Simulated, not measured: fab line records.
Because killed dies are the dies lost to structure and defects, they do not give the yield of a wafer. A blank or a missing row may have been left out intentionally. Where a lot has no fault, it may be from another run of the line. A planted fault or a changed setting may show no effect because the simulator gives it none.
fab line records -- flow n5Finfet -- part 2 of 2: steps 17 to 26 of 26
[record] lots = 5, wafers = 15, lastDay = 18
route steps=1938 shown MOL_CONTACT_COAG@524
lots untouched by any fault: they come from a run of this same line in which no faults occurred
startH: hours from the record's opening day to when the first of the lot's shown wafers began -- waitH: time in hours since the lot's previous step -- " repeats the value in the row above -- L1.1+2: several wafers, shown together as one row -- - value missing, or start not given -- * or withheld: withheld -- < > ~ a bound
route shown NAME@n: NAME is a module with steps in the file, n the number in the route of the first one -- usual: the fault-free wafers' mean and standard deviation -- same: alike in all rows -- chamber/n: place in a boat -- sites: per-site readings -- _std_site: the values' standard deviation -- _edge_site: outer sites' mean less inner sites' -- radiusMm: how far each site lies from the wafer's centre -- mask NAME#n: copy n -- behind: the tool/chamber that last shaped the wafer -- hold: reason for holding the lot/hours on hold/outcome of the hold -- device: which transistor (n, p or np) failed to switch -- end of line: the same wafers' tests at the end of the route -- step lacking rows: just its recipe -- killed: the dies lost at the first sort to structure and to defects; this is not the yield of the wafer -- map: per-die view of a wafer (x killed, . not killed, _ where there is no die)
set.NAME: the setting that was run; set.NAME@STEP: the one run at that earlier step -- model.NAME: the simulator's own value behind a step, which no gauge read
a table for each step, a row for each wafer; lots at some steps of the route
services: a tool's chamber out of use, with start hour (startH, from the record's first day; less than 0 if before it), hours out, and reason
[[steps]]
[step N5_MOL_CONTACT_COAG_CD_MEAS_99]
[recipe] targetCdNm = 17.2, polarity = opening
[usual] cdNm = 17.3/0.35
lot.wafer,tool,chamber,startH,waitH,cdNm
L081.2,cdSem-03,-,132.96,-,17.9
L081.3,cdSem-03,-,132.96,-,17.0
L081.5,cdSem-03,-,132.96,-,17.2
L082.3,cdSem-02,-,138.78,-,17.1
L082.4,cdSem-02,-,138.78,-,17.3
L082.6,cdSem-02,-,138.78,-,17.4
L088.2,cdSem-02,-,175.79,-,18.2
L088.4,cdSem-02,-,175.79,-,17.7
L088.6,cdSem-02,-,175.79,-,17.9
L095.1,cdSem-02,-,219.04,-,17.4
L095.5,cdSem-02,-,219.04,-,17.2
L095.6,cdSem-02,-,219.04,-,16.7
L096.1,cdSem-03,-,224.92,-,17.3
L096.4,cdSem-03,-,224.92,-,17.8
L096.5,cdSem-03,-,224.92,-,17.3
[step N5_MOL_CONTACT_COAG_IMPLANT_129]
[recipe] species = Ge, energyKev = 3, doseCm2 = 6e+14, tiltDeg = 0, rotationDeg = 0
lot.wafer,tool,chamber,startH,waitH
L081.2+3+5,implanter-02,0,133.02,0.1
L082.3+4+6,implanter-01,0,138.87,0.1
L088.2+4+6,implanter-02,0,175.85,0.1
L095.1+5+6,implanter-01,0,219.07,0.0
L096.1+4+5,implanter-01,0,224.95,0.0
[step N5_MOL_CONTACT_COAG_PRECLEAN_111]
[recipe] chemistry = NF3:NH3, afsCycles = 1, tempC = 30, timeS = 20, sublimationTempC = 180, sublimationTimeS = 60, pressureTorr = 3, rfPowerW = 30
lot.wafer,tool,chamber,startH,waitH
L081.2+3+5,remotePlasma-02,1,133.26,0.2
L082.3+4+6,remotePlasma-01,0,139.09,0.2
L088.2+4+6,remotePlasma-01,1,176.07,0.2
L095.1+5+6,remotePlasma-01,0,219.42,0.3
L096.1+4+5,remotePlasma-01,0,225.92,0.9
[step N5_MOL_CONTACT_COAG_TI_SIL_19]
[recipe] material = Ti, targetThkA = 42, tempC = 200, chamberPressurePa = 5, powerW = 5000, timeS = 15
[usual] chamberPressurePa = 5.001/0.0096, throttleValvePct = 30.0/0.98
lot.wafer,tool,chamber,startH,waitH,chamberPressurePa,throttleValvePct
L081.2,pvdSputter-03,-,133.47,0.2,4.985,29.1
L081.3,pvdSputter-03,-,133.47,0.2,4.983,29.3
L081.5,pvdSputter-03,-,133.47,0.2,5.008,29.7
L082.3,pvdSputter-01,-,139.23,0.1,4.990,30.1
L082.4,pvdSputter-01,-,139.23,0.1,4.998,30.7
L082.6,pvdSputter-01,-,139.23,0.1,4.996,30.9
L088.2,pvdSputter-01,-,176.24,0.1,5.022,30.6
L088.4,pvdSputter-01,-,176.24,0.1,4.994,30.2
L088.6,pvdSputter-01,-,176.24,0.1,5.003,31.0
L095.1,pvdSputter-02,-,219.70,0.2,5.000,29.1
L095.5,pvdSputter-02,-,219.70,0.2,5.004,28.7
L095.6,pvdSputter-02,-,219.70,0.2,4.989,29.0
L096.1,pvdSputter-02,-,228.17,2.2,5.014,29.4
L096.4,pvdSputter-02,-,228.17,2.2,4.999,29.2
L096.5,pvdSputter-02,-,228.17,2.2,4.995,29.6
[step N5_MOL_CONTACT_COAG_ALD_20]
[recipe] material = TiN, targetThkA = 15, tempC = 400, aldPrecursorFamily = TiCl4, aldCoReactant = NH3, pulseTimeS = 1, purgeTimeS = 3, coReactantPurgeTimeS = 2, coReactantPulseTimeS = 2, aldCycles = 68, pressureTorr = 3
[usual] heaterPowerW = 899/99, precursorPulseHeightRel = 1.000/0.02
lot.wafer,tool,chamber,startH,waitH,heaterPowerW,precursorPulseHeightRel,sinceWetCleanH
L081.2,aldMetal-01,1,133.59,0.1,724,0.966,4412
L081.3,aldMetal-01,2,133.59,0.1,785,0.985,4412
L081.5,aldMetal-01,0,133.59,0.1,898,0.988,-
L082.3,aldMetal-01,3,139.35,0.1,958,1.017,4418
L082.4,aldMetal-01,0,139.35,0.1,909,1.012,4418
L082.6,aldMetal-01,1,139.35,0.1,722,1.015,-
L088.2,aldMetal-03,2,176.36,0.1,855,0.993,2916
L088.4,aldMetal-03,3,176.36,0.1,1001,0.998,2916
L088.6,aldMetal-03,2,176.36,0.1,861,0.998,-
L095.1,aldMetal-01,2,219.82,0.1,776,0.961,4498
L095.5,aldMetal-01,0,219.82,0.1,913,0.982,-
L095.6,aldMetal-01,1,219.82,0.1,728,0.991,-
L096.1,aldMetal-03,1,228.30,0.1,924,1.037,2968
L096.4,aldMetal-03,2,228.30,0.1,844,1.006,2968
L096.5,aldMetal-03,3,228.30,0.1,1000,0.987,-
[step N5_MOL_CONTACT_COAG_SIL_ANNEAL_21]
[recipe] tempC = 550, timeS = 60, ambient = N2
[usual] lampPowerPct = 5.5/0.49, wafer_temp_C_max = 553.1/1.7
lot.wafer,tool,chamber,startH,waitH,lampPowerPct,wafer_temp_C_max
L081.2,rtpAnneal-01,0,134.26,0.5,5.9,553.5
L081.3,rtpAnneal-01,0,134.26,0.5,5.9,554.5
L081.5,rtpAnneal-01,0,134.26,0.5,5.9,554.9
L082.3,rtpAnneal-02,0,139.79,0.3,4.9,551.4
L082.4,rtpAnneal-02,0,139.79,0.3,4.9,551.3
L082.6,rtpAnneal-02,0,139.79,0.3,4.9,551.2
L088.2,rtpAnneal-01,0,176.97,0.4,5.9,554.4
L088.4,rtpAnneal-01,0,176.97,0.4,5.9,554.5
L088.6,rtpAnneal-01,0,176.97,0.4,5.9,554.8
L095.1,rtpAnneal-01,0,220.20,0.2,5.9,553.7
L095.5,rtpAnneal-01,0,220.20,0.2,5.9,554.5
L095.6,rtpAnneal-01,0,220.20,0.2,5.9,555.7
L096.1,rtpAnneal-01,0,228.68,0.2,5.9,554.5
L096.4,rtpAnneal-01,0,228.68,0.2,5.9,553.8
L096.5,rtpAnneal-01,0,228.68,0.2,5.9,553.8
[step N5_MOL_CONTACT_COAG_PRE_CLEAN_141]
[recipe] gas = H2/He, timeS = 60, tempC = 300
[usual] heaterPowerW = 447/51
lot.wafer,tool,chamber,startH,waitH,heaterPowerW
L081.2,pvdSputter-01,-,136.42,2.1,495
L081.3,pvdSputter-01,-,136.42,2.1,505
L081.5,pvdSputter-01,-,136.42,2.1,481
L082.3,pvdSputter-03,-,139.94,0.1,395
L082.4,pvdSputter-03,-,139.94,0.1,423
L082.6,pvdSputter-03,-,139.94,0.1,388
L088.2,pvdSputter-01,-,178.76,1.8,395
L088.4,pvdSputter-01,-,178.76,1.8,406
L088.6,pvdSputter-01,-,178.76,1.8,487
L095.1,pvdSputter-01,-,221.16,0.9,401
L095.5,pvdSputter-01,-,221.16,0.9,484
L095.6,pvdSputter-01,-,221.16,0.9,407
L096.1,pvdSputter-01,-,229.45,0.7,483
L096.4,pvdSputter-01,-,229.45,0.7,402
L096.5,pvdSputter-01,-,229.45,0.7,493
[step N5_MOL_CONTACT_COAG_SPUTTER_143]
[recipe] material = Co, targetThkA = 25, tempC = 25, chamberPressurePa = 0.2
[usual] chamberPressurePa = 0.2000/0.00041, throttleValvePct = 30.4/1
lot.wafer,tool,chamber,startH,waitH,chamberPressurePa,throttleValvePct
L081.2,pvdSputter-01,-,136.48,0.0,0.1997,31.6
L081.3,pvdSputter-01,-,136.48,0.0,0.2005,30.8
L081.5,pvdSputter-01,-,136.48,0.0,0.2002,31.7
L082.3,pvdSputter-03,-,140.00,0.0,0.1997,28.9
L082.4,pvdSputter-03,-,140.00,0.0,0.1996,29.5
L082.6,pvdSputter-03,-,140.00,0.0,0.1999,32.1
L088.2,pvdSputter-01,-,178.82,0.0,0.1998,30.0
L088.4,pvdSputter-01,-,178.82,0.0,0.2000,30.7
L088.6,pvdSputter-01,-,178.82,0.0,0.2001,32.1
L095.1,pvdSputter-01,-,221.22,0.0,0.1998,29.8
L095.5,pvdSputter-01,-,221.22,0.0,0.2000,32.0
L095.6,pvdSputter-01,-,221.22,0.0,0.1998,30.6
L096.1,pvdSputter-01,-,229.51,0.0,0.2002,32.0
L096.4,pvdSputter-01,-,229.51,0.0,0.2004,30.9
L096.5,pvdSputter-01,-,229.51,0.0,0.1997,30.5
[step N5_MOL_CONTACT_COAG_CO_FILL_22]
[recipe] material = Co, targetThkA = 200, tempC = 200, precursor = CCTBA/H2, pressureTorr = 30
[usual] heaterPowerW = 235/17
lot.wafer,tool,chamber,startH,waitH,heaterPowerW,sinceWetCleanH
L081.2,cvdCo-02,0,136.60,0.1,242,897
L081.3,cvdCo-02,0,136.60,0.1,244,-
L081.5,cvdCo-02,2,136.60,0.1,242,-
L082.3,cvdCo-02,2,140.12,0.1,236,441
L082.4,cvdCo-02,0,140.12,0.1,245,-
L082.6,cvdCo-02,2,140.12,0.1,237,-
L088.2,cvdCo-02,2,178.94,0.1,245,480
L088.4,cvdCo-02,2,178.94,0.1,234,-
L088.6,cvdCo-02,0,178.94,0.1,241,-
L095.1,cvdCo-02,0,221.51,0.2,245,982
L095.5,cvdCo-02,1,221.51,0.2,228,-
L095.6,cvdCo-02,2,221.51,0.2,243,-
L096.1,cvdCo-02,2,229.63,0.1,236,530
L096.4,cvdCo-02,2,229.63,0.1,244,-
L096.5,cvdCo-02,1,229.63,0.1,224,-
[step N5_MOL_CONTACT_COAG_ANNEAL_113]
[recipe] tempC = 400, timeS = 300, ambient = H2/N2
[usual] lampPowerPct = 2.32/0.21, wafer_temp_C_max = 402.1/1.2
lot.wafer,tool,chamber,startH,waitH,lampPowerPct,wafer_temp_C_max
L081.2,rtpAnneal-02,0,137.77,0.9,2.10,400.8
L081.3,rtpAnneal-02,0,137.77,0.9,2.09,401.1
L081.5,rtpAnneal-02,0,137.77,0.9,2.09,400.8
L082.3,rtpAnneal-01,0,141.04,0.6,2.52,402.9
L082.4,rtpAnneal-01,0,141.04,0.6,2.52,402.7
L082.6,rtpAnneal-01,0,141.04,0.6,2.52,402.2
L088.2,rtpAnneal-01,0,179.70,0.5,2.52,403.3
L088.4,rtpAnneal-01,0,179.70,0.5,2.52,403.1
L088.6,rtpAnneal-01,0,179.70,0.5,2.52,403.7
L095.1,rtpAnneal-02,0,222.12,0.3,2.09,401.0
L095.5,rtpAnneal-02,0,222.12,0.3,2.10,400.9
L095.6,rtpAnneal-02,0,222.12,0.3,2.09,400.8
L096.1,rtpAnneal-02,0,230.24,0.3,2.10,401.0
L096.4,rtpAnneal-02,0,230.24,0.3,2.09,401.0
L096.5,rtpAnneal-02,0,230.24,0.3,2.09,400.8
[[services]]
tool,chamber,startH,hours,kind
rieDiel-06,3,116.09,-,clean
rieDiel-06,3,116.09,-,consumableReplace:focusRing
rieDiel-06,3,116.09,18.1,scheduledDown
rieDiel-06,3,116.09,18.1,ventCycle
rieDiel-02,3,126.12,3.5,repair
implanter-01,-,131.29,2.1,repair
rieDiel-02,2,139.13,-,clean
rieDiel-02,2,139.13,-,consumableReplace:focusRing
rieDiel-02,2,139.13,-,consumableReplace:showerhead
implanter-01,-,142.18,2.9,repair
rieDiel-02,3,143.67,19.0,repair
implanter-01,-,147.28,3.0,pm
pvdSputter-02,-,157.68,14.3,repair
aldMetal-01,0,166.46,3.5,repair
cvdCo-02,2,170.31,5.1,repair
aldMetal-01,2,175.13,6.4,repair
implanter-01,-,178.39,3.2,repair
remotePlasma-02,-,181.22,3.8,repair
cvdCo-02,2,189.78,8.0,repair
pvdSputter-02,-,207.32,1.6,repair
aldMetal-01,-,209.05,2.8,pm
rieDiel-02,1,209.60,1.2,repair
rieDiel-06,2,212.80,6.6,repair
remotePlasma-01,-,226.31,0.3,repair
